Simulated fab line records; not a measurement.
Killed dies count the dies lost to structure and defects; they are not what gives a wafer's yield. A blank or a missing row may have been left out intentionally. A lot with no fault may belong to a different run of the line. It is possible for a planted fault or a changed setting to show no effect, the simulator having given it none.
Matching of chambers || flow nandHarc || pecvd-04 running NHARC_P_M2_PRE_CLEAN_32: 3 sister chambers
The step time 12 s. 3 wafers are shown with their chamber, then 7 later ones without.

WAFERS WITH THEIR CHAMBER
{"wafer": "L079.3", "chamber": 0, "heaterPowerW (W)": 660}
{"wafer": "L084.3", "chamber": 2, "heaterPowerW (W)": 601}
{"wafer": "L084.4", "chamber": 1, "heaterPowerW (W)": 771}

WAFERS WITH NO CHAMBER GIVEN
{"wafer": "L084.6", "heaterPowerW (W)": 658}
{"wafer": "L088.2", "heaterPowerW (W)": 599}
{"wafer": "L088.4", "heaterPowerW (W)": 597}
{"wafer": "L088.5", "heaterPowerW (W)": 626}
{"wafer": "L092.1", "heaterPowerW (W)": 554}
{"wafer": "L092.3", "heaterPowerW (W)": 658}
{"wafer": "L092.4", "heaterPowerW (W)": 713}

THE CHAMBER EACH PASSED THROUGH
{"wafer": "L084.6", "from the rows above": "can't be placed: 0 or 2", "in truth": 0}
{"wafer": "L088.2", "from the rows above": 2, "in truth": 2}
{"wafer": "L088.4", "from the rows above": 2, "in truth": 2}
{"wafer": "L088.5", "from the rows above": "can't be placed: 2 or 0", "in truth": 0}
{"wafer": "L092.1", "from the rows above": 2, "in truth": 2}
{"wafer": "L092.3", "from the rows above": "can't be placed: 0 or 2", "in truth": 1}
{"wafer": "L092.4", "from the rows above": "can't be placed: 0 or 1", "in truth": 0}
Placed correctly: 3 of 7. Not placeable from these rows: 4 (in 3, the candidates include the true chamber). Placed wrongly: 0.
How it was worked out, from the rows above alone: a wafer's distance from a chamber is the root of the sum, over the readings, of the square of ((its reading less the chamber's mean) divided by the reading's scatter). The wafer belongs to the nearest chamber; if the next one is less than 2 further off, it can't be placed. For every chamber, the mean is computed from those of its wafers that are shown. The scatter (one wafer shown for each chamber): square how far every hidden wafer sits from the nearest shown wafer, average those squares and take the square root.
